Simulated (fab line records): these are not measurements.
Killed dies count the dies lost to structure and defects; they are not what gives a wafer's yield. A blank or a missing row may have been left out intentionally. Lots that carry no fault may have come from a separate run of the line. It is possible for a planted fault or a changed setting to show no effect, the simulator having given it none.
Struck lot and sound lot, side by side :: flow nand_harc :: 15 steps out of a route of 1302
Sound: the wafers L822.1, L822.2, L822.6. Wafers L831.1, L831.4, L831.5 were the ones struck. Last of all comes the cause.
Each step with rows lists, per side, the tool, then ch with its chambers, then its first start. Under that, the readings that differ: sound wafers :: struck wafers :: difference of the means :: sigmas: that difference in standard deviations of wafers without a fault.
alike: words and numbers the same on both sides, and readings whose means are apart by under 2 such deviations; not compared: readings that were withheld, readings missing a value for some wafer, numbers with overlapping values and no deviation given by the record, and bounds like >300 which may hide the same value.
A row with sigmas, a row that says differs or no value, or rows on one side alone: a step with any of these is where the two part. Non-overlapping numbers with no deviation appear without sigmas and do not part them. Lack of a reading on every wafer of one side parts them only where that side has two or more wafers.

NHARC_A_SGD_CUT_THK_MEAS_22: measures by ellipsometry.
  sound on film_metro-02 at day 22 11:01; struck on film_metro-01 at day 26 08:42
  alike: thk_nm
then, 2 steps without rows for these wafers: NHARC_A_SGD_CUT_SRD_23; NHARC_A_SGD_CUT_ETCH_26 (etches SiO2 in dHF, target depth 45.8 nm).
NHARC_A_SGD_CUT_ETCHBACK_24: etches the open film in CH3F/O2, target depth 50 nm, time 92.857 s.
  sound on rie_diel-13 ch 0,1,2, day 22 11:16; struck on rie_diel-09 ch 1,2,3, day 26 09:00
reading: oes_product_au (a.u.)
sound: 1.01 1.01 1.00
struck: 0.94 0.93 0.92
difference: -0.08
sigmas: -2
  alike: drypump_motor_current_A, mfc_ar_sccm, rf_fwd_power_W, rf_vpp_V, showerhead_plenum_p_Torr, throttle_valve_pct
  not compared: rf_hours_counter_h
NHARC_A_SGD_CUT_STRIP_28: strips in O2, time 20 s.
  sound on rie_diel-13 ch 1,3; struck on rie_diel-09 ch 1,3
  alike: drypump_motor_current_A, mfc_ar_sccm, oes_product_au, rf_vpp_V, showerhead_plenum_p_Torr, throttle_valve_pct
  not compared: rf_hours_counter_h
NHARC_A_SGD_CUT_INSPECT_25:
  sound on defect_inspect-02 at day 22 11:29; struck on defect_inspect-02 at day 26 09:13
  alike: raw_defect_count
NHARC_A_SLIT_DEP_25: deposits SiO2, target thk 200 nm.
  sound on pecvd-04 ch 0,1,2, day 22 11:33; struck on pecvd-03 ch 1, day 26 09:17
  alike: heater_power_w, rf_fwd_power_W, throttle_valve_pct
NHARC_A_SLIT_DEP_00: deposits aC, target thk 6200 nm.
  sound on acl_dep-03 ch 0, day 22 11:53; struck on acl_dep-03 ch 0, day 26 12:59
  alike: throttle_valve_pct
NHARC_A_SLIT_DEP_23: deposits SiON, target thk 100 nm.
  sound on pecvd-04 ch 0,2, day 22 15:41; struck on pecvd-01 ch 1,2, day 26 16:47
  alike: heater_power_w, rf_fwd_power_W
then, 3 steps without rows for these wafers: NHARC_A_SLIT_DEHYDRATE_01 (time 120 s); NHARC_A_SLIT_HMDS_02 (time 30 s); NHARC_A_SLIT_COAT_03 (resist thk 90 nm).
NHARC_A_SLIT_SOFTBAKE_04: time 55 s.
  sound on litho_track-06 ch 0, day 22 16:00; struck on litho_track-06 ch 0, day 26 17:00
reading: heater_power_total_W (W)
sound: 188.40 188.40 188.62
struck: 173.15 173.17 173.49
difference: -15.20
sigmas: -99 or more
  alike: chill_plate_temp_C
then, 1 step without rows for these wafers: NHARC_A_SLIT_EBR_05.
-- the record jumps here: 5 days lie between the struck wafers' starts before and after (it left off in module A_SLIT and takes up again in module END, whose first step shown is number 1302 of the route) --
NHARC_END_SORT_01:
  sound on prober-02 ch 0, day 27 08:49; struck on prober-02 ch 0, day 31 15:01
  alike: killed_at_array, killed_at_other, killed_at_periphery, killed_dies, killed_open, killed_short

WHERE THEY PART
Earliest at NHARC_A_SGD_CUT_ETCHBACK_24; latest, in this record, at NHARC_A_SLIT_SOFTBAKE_04. Later steps at which nothing parts them and some readings are alike: NHARC_END_SORT_01.

WHY: the cause the simulator had injected
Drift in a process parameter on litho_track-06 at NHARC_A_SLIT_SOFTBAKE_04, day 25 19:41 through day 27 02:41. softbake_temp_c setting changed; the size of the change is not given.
